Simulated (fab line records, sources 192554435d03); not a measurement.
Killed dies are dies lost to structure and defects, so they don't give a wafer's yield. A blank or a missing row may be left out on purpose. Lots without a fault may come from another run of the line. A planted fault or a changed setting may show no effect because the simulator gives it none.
fab line records | flow n5_finfet
record lots=7 wafers=21
route steps=1938 shown HKMG_FIN@435 GATE_CUT@478 MOL_CONTACT_COAG@523
start_h: hours from the record's first day to the start of the lot's first wafer shown | wait_h: hours since the lot's step before | " the same as in the row above | L1.1+2: a row that stands for several wafers | - no value, or no start given | * or withheld: withheld | < > ~ a bound
route shown NAME@n: a module of which the file shows steps, and the number in the route of the first | usual: mean/standard deviation of fault-free wafers | same: alike in all rows | chamber/n: place in a boat | sites: the reading at each site | _std_site: their standard deviation | _edge_site: outer sites' mean less inner sites' | radius_mm: how far each site lies from the wafer's centre | mask NAME#n: copy n | behind: the tool/chamber that last shaped the wafer | hold: why the lot was held/for how many hours/how that ended | device: the transistor (n, p or np) that didn't switch | end of line: the same wafers' tests at the end of the route | a step without rows: its recipe alone | killed: dies lost to structure and defects at the first sort, not the wafer's yield | map: a wafer's dies, x killed, . not, _ none there
set.NAME: the setting as run; set.NAME@STEP: as run at that earlier step | model.NAME: the simulator's own value behind a step, which no gauge read
lots whose settings were changed on purpose; a table a step, a row a wafer
## steps
# step N5_HKMG_FIN_ETCH_32
# recipe chemistry=N2/H2 target=SOC target_depth_a=2400 temp_c=40 time_s=300 ion_energy_ev=200 mask_material=SiARC pressure_mtorr=30 source_w=840 bias_w=150 n2_flow_sccm=200 h2_flow_sccm=200
# usual rf_vpp_V=524.1/2
# columns lot.wafer tool chamber start_h wait_h set.bias_w rf_vpp_V model.etch.depth_nm model.HKMG_FIN.feature_depth_nm model.SiARC_of_HKMG_FIN_COAT_30.thk_nm
L076.3 rie_diel-01 2 86.58 0.0 150 521.4 233.5 233.4 21.4
L076.4 " 0 " " 150 522.1 232.1 232 21.8
L076.5 " 3 " " 169.7 569.6 249.1 249 19.2
L078.2 rie_diel-01 2 99.64 0.0 173 571.8 249.5 249.6 19
L078.3 " 3 " " 173 573.9 251.3 251.2 18.6
L078.4 " 2 " " 150 521.0 229.9 229.8 21.6
L080.2 rie_diel-04 0 113.88 0.0 136.2 491.8 233.2 233.2 22.8
L080.3 " 2 " " 136.2 493.9 227.2 227.2 23.2
L080.4 " 1 " " 136.2 493.8 234 234 22.6
L083.2 rie_diel-01 3 132.35 0.0 150 525.8 232.4 232.4 21.6
L083.3 " 1 " " 163.7 555.6 253.7 253.6 19.2
L083.6 " 1 " " 163.7 553.9 253.7 253.8 19.2
L084.1 rie_diel-02 3 138.09 0.0 169.1 564.8 251.7 251.6 19.2
L084.2 " 1 " " 150 524.5 246.3 246.4 21
L084.3 " 2 " " 150 527.0 241.3 241.2 21.4
L087.1 rie_diel-02 3 156.66 0.0 150 523.2 238.2 238.2 21.4
L087.2 " 1 " " 150 524.0 244.3 244.4 21.2
L087.4 " 0 " " 150 525.4 233.1 233 22
L090.1 rie_diel-01 0 172.10 0.0 150 520.3 231.2 231.2 21.8
L090.2 " 3 " " 150 525.5 230.6 230.6 21.4
L090.3 " 2 " " 150 522.8 230.5 230.6 21.6
# step N5_GATE_CUT_COAT_34
# recipe resist=SOC temp_c=250 time_s=60 spin_rpm=1500 resist_thk_nm=60
# columns lot.wafer tool chamber start_h wait_h set.spin_rpm model.SOC_of_GATE_CUT_COAT_34.thk_nm
L076.3+4 litho_track-05 0 96.00 0.0 1500 60
L076.5 " 0 " " 1388 62.6
L078.2 litho_track-05 0 107.52 0.1 1500 60.2
L078.3 " 0 " " 1372 62.6
L078.4 " 0 " " 1372 62.8
L080.2+3 litho_track-03 0 121.95 0.0 1589 58.2
L080.4 " 0 " " 1500 60
L083.2+3 litho_track-05 0 140.91 0.1 1500 60
L083.6 " 0 " " 1500 60.2
L084.1+2 litho_track-03 0 146.64 0.0 1608 58
L084.3 " 0 " " 1500 60
L087.1 litho_track-05 0 164.48 0.0 1572 58.8
L087.2 " 0 " " 1500 60.4
L087.4 " 0 " " 1500 60.2
L090.1 litho_track-03 0 179.89 0.0 1500 59.8
L090.2+3 " 0 " " 1500 60
# step N5_GATE_CUT_COAT_07
# recipe resist=CAR-EUV spin_rpm=1500 resist_thk_nm=30
# columns lot.wafer tool chamber start_h wait_h set.spin_rpm model.CAR-EUV_of_GATE_CUT_COAT_07.thk_nm
L076.3+4+5 litho_track-05 0 - - 1500 30
L078.2+3 litho_track-05 0 - - 1343 31.6
L078.4 " 0 " " 1500 30
L080.2+3+4 litho_track-03 0 - - 1500 30
L083.2+3 litho_track-05 0 - - 1609 29
L083.6 " 0 " " 1500 30.2
L084.1 litho_track-03 0 - - 1500 30
L084.2+3 " 0 " " 1618 28.8
L087.1 litho_track-05 0 - - 1405 31
L087.2 " 0 " " 1500 30
L087.4 " 0 " " 1405 31.2
L090.1+2+3 litho_track-03 0 - - 1500 30
# step N5_GATE_CUT_EBR_09
# recipe solvent=PGMEA ebr_width_mm=1.5
# step N5_GATE_CUT_SOFTBAKE_08
# recipe temp_c=110 time_s=60 resist=CAR-EUV
# step N5_GATE_CUT_DESCUM_18
# recipe chemistry=O2 time_s=7 source_power_w=50 bias_power_w=20 pressure_mtorr=20 rf_frequency_hz=2.712e+07 temp_c=40 resist=CAR-EUV o2_flow_sccm=225
# columns lot.wafer tool chamber start_h wait_h set.spin_rpm@GATE_CUT_COAT_07 model.CAR-EUV_of_GATE_CUT_COAT_07.thk_nm
L076.3+4 rie_diel-05 1,0 96.55 0.0 1500 26.2
L076.5 " 1 " " 1500 26
L078.2 rie_diel-06 2 107.91 0.0 1343 27.6
L078.3 " 0 " " 1343 27.8
L078.4 " 1 " " 1500 26
L080.2 rie_diel-03 2 122.46 0.0 1500 26.2
L080.3+4 " 3 " " 1500 26
L083.2 rie_diel-06 2 141.30 0.0 1609 25
L083.3 " 1 " " 1609 25.2
L083.6 " 3 " " 1500 26.2
L084.1 rie_diel-03 3 147.16 0.0 1500 26
L084.2 " 0 " " 1618 24.8
L084.3 " 1 " " 1618 25
L087.1+4 rie_diel-06 3,2 165.47 0.6 1405 27.2
L087.2 " 0 " " 1500 26.2
L090.1 rie_diel-06 2 181.14 0.9 1500 26
L090.2+3 " 1,0 " " 1500 26.2
# step N5_GATE_CUT_ETCH_28
# recipe chemistry=N2/H2 target=underlayer target_depth_a=130 mask_material=CAR-EUV time_s=10.4 ion_energy_ev=200 pressure_mtorr=30 source_w=840 bias_w=150 n2_flow_sccm=200 h2_flow_sccm=200 ends=cleared
# step N5_GATE_CUT_ETCH_36
# recipe chemistry=CF4 target=SiARC target_depth_a=130 mask_material=CAR-EUV time_s=21.7 ion_energy_ev=80 pressure_mtorr=40 source_w=545 bias_w=36 Ar_flow_sccm=100 cf4_flow_sccm=100 ends=cleared
# step N5_GATE_CUT_ETCH_37
# recipe chemistry=N2/H2 target=SOC target_depth_a=600 overetch_a=120 mask_material=SiARC temp_c=40 time_s=90 ion_energy_ev=200 pressure_mtorr=30 source_w=840 bias_w=150 n2_flow_sccm=200 h2_flow_sccm=200
# columns lot.wafer tool chamber start_h wait_h set.spin_rpm@GATE_CUT_COAT_34 model.etch.depth_nm
L076.3 rie_diel-05 1 96.63 0.0 1500 60.04
L076.4 " 0 " " 1500 60.03
L076.5 " 1 " " 1388 62.51
L078.2 rie_diel-06 2 107.99 0.0 1500 60.12
L078.3 " 0 " " 1372 62.69
L078.4 " 1 " " 1372 62.8
L080.2 rie_diel-03 2 122.55 0.0 1589 58.28
L080.3 " 3 " " 1589 58.19
L080.4 " 3 " " 1500 60.05
L083.2 rie_diel-06 2 141.38 0.0 1500 60.05
L083.3 " 1 " " 1500 60.03
L083.6 " 3 " " 1500 60.14
L084.1 rie_diel-03 3 147.24 0.0 1608 58.02
L084.2 " 0 " " 1608 58.08
L084.3 " 1 " " 1500 59.97
L087.1 rie_diel-06 3 165.55 0.0 1572 58.7
L087.2 " 0 " " 1500 60.35
L087.4 " 2 " " 1500 60.29
L090.1 rie_diel-06 2 181.22 0.0 1500 59.84
L090.2 " 1 " " 1500 60.01
L090.3 " 0 " " 1500 59.98
# step N5_MOL_CONTACT_COAG_EXPOSE_05
# recipe mask_id=CA na=0.33 source_shape=annular sigma_inner=0.4 sigma_outer=0.8 polarization=unpolarized defocus_nm=0 dose_mj=38.25
# columns lot.wafer tool chamber start_h wait_h mask set.dose_mj
L076.3+4+5 euv_scanner-02 0 101.04 - CA#0 38.25
L078.2+3+4 euv_scanner-01 0 111.64 - CA#0 38.25
L080.2+3 euv_scanner-02 0 126.23 - CA#0 38.25
L080.4 " 0 " " CA#0 36.88
L083.2+3+6 euv_scanner-01 0 145.12 - CA#0 38.25
L084.1+2+3 euv_scanner-01 0 150.99 - CA#0 36.34
L087.1 euv_scanner-02 0 169.73 - CA#0 40.47
L087.2+4 " 0 " " CA#0 38.25
L090.1+2+3 euv_scanner-02 0 184.80 - CA#0 38.25
# step N5_MOL_CONTACT_COAG_PEB_06
# recipe peb_temp_c=100 peb_time_s=60 resist=CAR-EUV
# step N5_MOL_CONTACT_COAG_DEVELOP_07
# recipe develop_time_s=30 developer=TMAH resist=CAR-EUV rinse_liquid=surfactant_rinse dry=air_spin dev_temp_c=23
# step N5_MOL_CONTACT_COAG_DESCUM_13
# recipe chemistry=O2 time_s=7 source_power_w=50 bias_power_w=20 pressure_mtorr=20 rf_frequency_hz=2.712e+07 temp_c=40 resist=CAR-EUV o2_flow_sccm=225
# step N5_MOL_CONTACT_COAG_ETCH_59
# recipe chemistry=N2/H2 target=underlayer target_depth_a=130 mask_material=CAR-EUV time_s=10.4 ion_energy_ev=200 pressure_mtorr=30 source_w=840 bias_w=150 n2_flow_sccm=200 h2_flow_sccm=200 ends=cleared
# columns lot.wafer tool chamber start_h wait_h set.dose_mj@MOL_CONTACT_COAG_EXPOSE_05 model.MOL_CONTACT_COAG.cd_offset_nm
L076.3+5 rie_diel-04 1,0 101.50 0.0 38.25 -0.2
L076.4 " 0 " " 38.25 0
L078.2+4 rie_diel-02 0,3 111.92 0.0 38.25 -0.2
L078.3 " 1 " " 38.25 -0.4
L080.2 rie_diel-01 1 126.74 0.0 38.25 -0.2
L080.3 " 3 " " 38.25 0
L080.4 " 2 " " 36.88 -1
L083.2+3+6 rie_diel-01 0,2,0 145.41 0.0 38.25 -0.2
L084.1 rie_diel-01 0 151.28 0.0 36.34 -0.8
L084.2+3 " 1,3 " " 36.34 -1
L087.1 rie_diel-04 2 170.02 0.0 40.47 1
L087.2 " 0 " " 38.25 0
L087.4 " 1 " " 38.25 0.2
L090.1 rie_diel-04 2 185.69 0.0 38.25 -0.2
L090.2 " 0 " " 38.25 0.2
L090.3 " 1 " " 38.25 0
# step N5_MOL_CONTACT_COAG_ETCH_105
# recipe chemistry=CF4 target=SiARC target_depth_a=156 mask_material=CAR-EUV time_s=26 ion_energy_ev=80 pressure_mtorr=40 source_w=545 bias_w=36 Ar_flow_sccm=100 cf4_flow_sccm=100 ends=cleared
# usual rf_vpp_V=184.3/1
# columns lot.wafer tool chamber start_h wait_h set.bias_w rf_vpp_V
L076.3 rie_diel-04 1 101.52 0.0 36 183.3
L076.4 " 0 " " 40.24 197.3
L076.5 " 0 " " 40.24 197.1
L078.2 rie_diel-02 0 111.94 0.0 33.74 175.9
L078.3 " 1 " " 36 182.9
L078.4 " 3 " " 33.74 177.5
L080.2 rie_diel-01 1 126.76 0.0 36 186.2
L080.3 " 3 " " 36 185.6
L080.4 " 2 " " 36 183.7
L083.2 rie_diel-01 0 145.43 0.0 36 182.6
L083.3 " 2 " " 36 181.1
L083.6 " 0 " " 41.71 201.2
L084.1 rie_diel-01 0 151.30 0.0 36 183.3
L084.2 " 1 " " 36 184.0
L084.3 " 3 " " 39.08 194.4
L087.1 rie_diel-04 2 170.04 0.0 36 184.4
L087.2 " 0 " " 36 183.6
L087.4 " 1 " " 36 184.6
L090.1 rie_diel-04 2 185.71 0.0 36 183.4
L090.2 " 0 " " 36 183.5
L090.3 " 1 " " 36 185.1
# step N5_MOL_CONTACT_COAG_COAT_62
# recipe resist=SOC temp_c=250 time_s=60 spin_rpm=1500 resist_thk_nm=60
# columns lot.wafer tool chamber start_h wait_h set.spin_rpm model.SOC_of_MOL_CONTACT_COAG_COAT_62.thk_nm
L076.3 litho_track-01 0 112.46 0.0 1500 60
L076.4 " 0 " " 1500 60.2
L076.5 " 0 " " 1607 58
L078.2 litho_track-01 0 121.91 0.0 1352 63.2
L078.3 " 0 " " 1352 63
L078.4 " 0 " " 1500 60
L080.2+4 litho_track-02 0 137.55 0.0 1500 59.8
L080.3 " 0 " " 1383 62.4
L083.2 litho_track-03 0 155.38 0.0 1500 60.2
L083.3+6 " 0 " " 1500 60
L084.1 litho_track-02 0 162.40 0.0 1500 59.4
L084.2 " 0 " " 1593 57.6
L084.3 " 0 " " 1593 58
L087.1+2 litho_track-03 0 180.21 0.0 1500 60
L087.4 " 0 " " 1455 60.8
L090.1+2+3 litho_track-03 0 199.66 0.0 1500 60
# step N5_MOL_CONTACT_COAG_COAT_63
# recipe resist=SiARC temp_c=220 time_s=60 spin_rpm=1500 resist_thk_nm=10
# step N5_MOL_CONTACT_COAG_COAT_64
# recipe resist=underlayer temp_c=205 time_s=60 spin_rpm=1500 resist_thk_nm=10
# step N5_MOL_CONTACT_COAG_ALD_133
# recipe material=SiO2 target_thk_a=50 temp_c=100 ald_precursor_family=BDEAS ald_co_reactant=O2-plasma pulse_time_s=1 co_reactant_pulse_time_s=1 purge_time_s=2 co_reactant_purge_time_s=2 ald_cycles=35 pressure_torr=2
# step N5_MOL_CONTACT_COAG_ETCHBACK_134
# recipe chemistry=CHF3 target=SiO2 target_depth_a=100 time_s=6.7 ion_energy_ev=200 pressure_mtorr=30 source_w=610 bias_w=170 Ar_flow_sccm=200 CHF3_flow_sccm=50
# step N5_MOL_CONTACT_COAG_ETCH_67
# recipe chemistry=N2/H2 target=SOC target_depth_a=600 overetch_a=210 mask_material=SiARC temp_c=40 time_s=101.2 ion_energy_ev=200 pressure_mtorr=30 source_w=840 bias_w=150 n2_flow_sccm=200 h2_flow_sccm=200
# columns lot.wafer tool chamber start_h wait_h set.spin_rpm@MOL_CONTACT_COAG_COAT_62 model.etch.depth_nm
L076.3 rie_diel-01 0 113.21 0.0 1500 59.93
L076.4 " 2 " " 1500 60.12
L076.5 " 0 " " 1607 58.05
L078.2 rie_diel-04 0 122.81 0.0 1352 63.12
L078.3 " 1 " " 1352 62.92
L078.4 " 3 " " 1500 60.1
L080.2 rie_diel-01 2 138.83 0.0 1500 59.89
L080.3 " 0 " " 1383 62.36
L080.4 " 3 " " 1500 59.79
L083.2 rie_diel-04 1 156.32 0.0 1500 60.24
L083.3+6 " 2,1 " " 1500 60.06
L084.1 rie_diel-04 0 163.78 0.0 1500 59.47
L084.2 " 1 " " 1593 57.66
L084.3 " 2 " " 1593 57.94
L087.1 rie_diel-01 2 181.53 0.0 1500 59.95
L087.2 " 0 " " 1500 60.03
L087.4 " 3 " " 1455 60.77
L090.1 rie_diel-01 1 200.83 0.0 1500 60.01
L090.2 " 3 " " 1500 60.08
L090.3 " 0 " " 1500 60.06
# step N5_MOL_CONTACT_COAG_STRIP_68
# recipe chemistry=N2/H2 temp_c=40 n2_flow_sccm=200 h2_flow_sccm=200 rf_frequency_hz=6e+07
# step N5_MOL_CONTACT_COAG_STRIP_69
# recipe chemistry=N2/H2 temp_c=40 n2_flow_sccm=200 h2_flow_sccm=200 rf_frequency_hz=6e+07
# step N5_MOL_CONTACT_COAG_ETCHBACK_136
# recipe chemistry=CHF3 target=SiO2 target_depth_a=250 time_s=16.7 ion_energy_ev=200 pressure_mtorr=30 source_w=610 bias_w=170 Ar_flow_sccm=200 CHF3_flow_sccm=50
# step N5_MOL_CONTACT_COAG_STRIP_120
# recipe chemistry=CHF3 resist=SiARC rf_frequency_hz=6e+07
# step N5_MOL_CONTACT_COAG_VIA_ETCH_117
# recipe chemistry=C4F6/O2 target_depth_a=400 overetch_a=80 mask_material=SOC target=SiO2 bias_w=455 pressure_mtorr=10 time_s=26 source_w=325 Ar_flow_sccm=300 C4F6_flow_sccm=10 O2_flow_sccm=10 ion_energy_ev=575.3 ends=end_point
# columns lot.wafer tool chamber start_h wait_h set.spin_rpm@MOL_CONTACT_COAG_COAT_62 model.SOC_of_MOL_CONTACT_COAG_COAT_62.thk_nm
L076.3 rie_diel-01 0 113.33 0.0 1500 51.6
L076.4 " 2 " " 1500 51.8
L076.5 " 0 " " 1607 49.8
L078.2 rie_diel-04 0 122.94 0.0 1352 54.6
L078.3 " 1 " " 1352 54.2
L078.4 " 3 " " 1500 51.4
L080.2 rie_diel-01 2 138.95 0.0 1500 51.6
L080.3 " 0 " " 1383 54
L080.4 " 3 " " 1500 51.4
L083.2+6 rie_diel-04 1 156.45 0.0 1500 51.6
L083.3 " 2 " " 1500 51.8
L084.1 rie_diel-04 0 163.90 0.0 1500 51
L084.2 " 1 " " 1593 49
L084.3 " 2 " " 1593 49.6
L087.1+2 rie_diel-01 2,0 181.65 0.0 1500 51.8
L087.4 " 3 " " 1455 52.4
L090.1 rie_diel-01 1 200.95 0.0 1500 51.2
L090.2 " 3 " " 1500 51.6
L090.3 " 0 " " 1500 51.8
# step N5_MOL_CONTACT_COAG_ETCH_124
# recipe chemistry=CH3F/O2 target=SiNx target_depth_a=65 mask_material=SOC stop_on=SiOC over_etch_frac=0.3 ion_energy_ev=120 pressure_mtorr=30 source_w=395 bias_w=73 Ar_flow_sccm=150 CH3F_flow_sccm=30 O2_flow_sccm=20 ends=end_point
# columns lot.wafer tool chamber start_h wait_h set.spin_rpm@MOL_CONTACT_COAG_COAT_62 model.SOC_of_MOL_CONTACT_COAG_COAT_62.thk_nm
L076.3 rie_diel-01 0 113.36 0.0 1500 48.6
L076.4 " 2 " " 1500 48.8
L076.5 " 0 " " 1607 46.8
L078.2 rie_diel-04 0 122.97 0.0 1352 51.6
L078.3 " 1 " " 1352 51.2
L078.4 " 3 " " 1500 48.2
L080.2 rie_diel-01 2 138.98 0.0 1500 48.6
L080.3 " 0 " " 1383 51
L080.4 " 3 " " 1500 48.2
L083.2+3 rie_diel-04 1,2 156.47 0.0 1500 48.6
L083.6 " 1 " " 1500 48.4
L084.1 rie_diel-04 0 163.93 0.0 1500 48
L084.2 " 1 " " 1593 45.8
L084.3 " 2 " " 1593 46.4
L087.1 rie_diel-01 2 181.68 0.0 1500 48.6
L087.2 " 0 " " 1500 48.8
L087.4 " 3 " " 1455 49.4
L090.1 rie_diel-01 1 200.98 0.0 1500 48
L090.2 " 3 " " 1500 48.6
L090.3 " 0 " " 1500 48.8
# step N5_MOL_CONTACT_COAG_ETCH_48
# recipe chemistry=C4F6/O2 target_depth_a=150 overetch_a=45 mask_material=SOC target=SiOC bias_w=465 pressure_mtorr=10 time_s=17 source_w=335 Ar_flow_sccm=300 C4F6_flow_sccm=10 O2_flow_sccm=10 ion_energy_ev=576
# columns lot.wafer tool chamber start_h wait_h set.spin_rpm@MOL_CONTACT_COAG_COAT_62 model.SOC_of_MOL_CONTACT_COAG_COAT_62.thk_nm
L076.3 rie_diel-01 0 113.40 0.0 1500 46
L076.4 " 2 " " 1500 46.4
L076.5 " 0 " " 1607 44.2
L078.2 rie_diel-04 0 123.01 0.0 1352 49
L078.3 " 1 " " 1352 48.6
L078.4 " 3 " " 1500 45.4
L080.2 rie_diel-01 2 139.02 0.0 1500 46
L080.3 " 0 " " 1383 48.6
L080.4 " 3 " " 1500 45.6
L083.2+6 rie_diel-04 1 156.51 0.0 1500 45.8
L083.3 " 2 " " 1500 46
L084.1 rie_diel-04 0 163.97 0.0 1500 45.4
L084.2 " 1 " " 1593 43.2
L084.3 " 2 " " 1593 43.8
L087.1+2 rie_diel-01 2,0 181.72 0.0 1500 46.2
L087.4 " 3 " " 1455 46.8
L090.1 rie_diel-01 1 201.02 0.0 1500 45.4
L090.2 " 3 " " 1500 46
L090.3 " 0 " " 1500 46.2
# step N5_MOL_CONTACT_COAG_CVD_140
# recipe material=W target_thk_a=665 mode=selective_fill temp_c=300 time_s=215
# columns lot.wafer tool chamber start_h wait_h set.target_thk_a model.W_of_MOL_CONTACT_COAG_CVD_140.thk_nm
L076.3 cvd_w-02 1 113.99 0.1 588.9 60
L076.4 " 0 " " 665 67.4
L076.5 " 1 " " 665 66.8
L078.2 cvd_w-02 1 123.59 0.2 665 67
L078.3 " 1 " " 665 66.8
L078.4 " 1 " " 665 66
L080.2 cvd_w-02 1 139.43 0.1 619.6 60.6
L080.3 " 1 " " 665 65.6
L080.4 " 0 " " 665 65.2
L083.2 cvd_w-02 1 156.93 0.1 665 66.8
L083.3 " 0 " " 665 67.4
L083.6 " 0 " " 665 67.2
L084.1 cvd_w-01 0 164.38 0.1 615.5 61
L084.2 " 1 " " 615.5 61.8
L084.3 " 1 " " 665 65.2
L087.1 cvd_w-02 1 182.13 0.1 665 65.2
L087.2 " 0 " " 597.3 60
L087.4 " 1 " " 665 65.6
L090.1 cvd_w-02 0 201.53 0.1 665 66.6
L090.2 " 0 " " 665 67
L090.3 " 0 " " 665 66.4
## key
split step=N5_HKMG_FIN_ETCH_32 setting=bias_w stated=150 by=wafer
response step=N5_HKMG_FIN_ETCH_32 reading=rf_vpp_V change=+3.34 per=1% r=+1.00
response step=N5_HKMG_FIN_ETCH_32 reading=model.etch.depth_nm change=+1.26 per=1% r=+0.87
response step=N5_HKMG_FIN_ETCH_32 reading=model.HKMG_FIN.feature_depth_nm change=+1.26 per=1% r=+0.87
response step=N5_HKMG_FIN_ETCH_32 reading=model.SiARC_of_HKMG_FIN_COAT_30.thk_nm change=-0.187 per=1% r=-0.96
split step=N5_GATE_CUT_COAT_34 setting=spin_rpm stated=1500 by=wafer
response step=N5_GATE_CUT_COAT_34 reading=model.SOC_of_GATE_CUT_COAT_34.thk_nm change=-0.306 per=1% r=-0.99
response step=N5_GATE_CUT_ETCH_37 reading=model.etch.depth_nm change=-0.307 per=1% r=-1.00
split step=N5_GATE_CUT_COAT_07 setting=spin_rpm stated=1500 by=wafer
response step=N5_GATE_CUT_COAT_07 reading=model.CAR-EUV_of_GATE_CUT_COAT_07.thk_nm change=-0.158 per=1% r=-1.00
response step=N5_GATE_CUT_DESCUM_18 reading=model.CAR-EUV_of_GATE_CUT_COAT_07.thk_nm change=-0.154 per=1% r=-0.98
split step=N5_MOL_CONTACT_COAG_EXPOSE_05 setting=dose_mj stated=38.25 by=wafer
response step=N5_MOL_CONTACT_COAG_ETCH_59 reading=model.MOL_CONTACT_COAG.cd_offset_nm change=+0.182 per=1% r=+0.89
split step=N5_MOL_CONTACT_COAG_ETCH_105 setting=bias_w stated=36 by=wafer
response step=N5_MOL_CONTACT_COAG_ETCH_105 reading=rf_vpp_V change=+1.2 per=1% r=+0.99
split step=N5_MOL_CONTACT_COAG_COAT_62 setting=spin_rpm stated=1500 by=wafer
response step=N5_MOL_CONTACT_COAG_COAT_62 reading=model.SOC_of_MOL_CONTACT_COAG_COAT_62.thk_nm change=-0.305 per=1% r=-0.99
response step=N5_MOL_CONTACT_COAG_ETCH_67 reading=model.etch.depth_nm change=-0.293 per=1% r=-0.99
response step=N5_MOL_CONTACT_COAG_VIA_ETCH_117 reading=model.SOC_of_MOL_CONTACT_COAG_COAT_62.thk_nm change=-0.292 per=1% r=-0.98
response step=N5_MOL_CONTACT_COAG_ETCH_124 reading=model.SOC_of_MOL_CONTACT_COAG_COAT_62.thk_nm change=-0.309 per=1% r=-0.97
response step=N5_MOL_CONTACT_COAG_ETCH_48 reading=model.SOC_of_MOL_CONTACT_COAG_COAT_62.thk_nm change=-0.324 per=1% r=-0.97
split step=N5_MOL_CONTACT_COAG_CVD_140 setting=target_thk_a stated=665 by=wafer
response step=N5_MOL_CONTACT_COAG_CVD_140 reading=model.W_of_MOL_CONTACT_COAG_CVD_140.thk_nm change=+0.586 per=1% r=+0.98
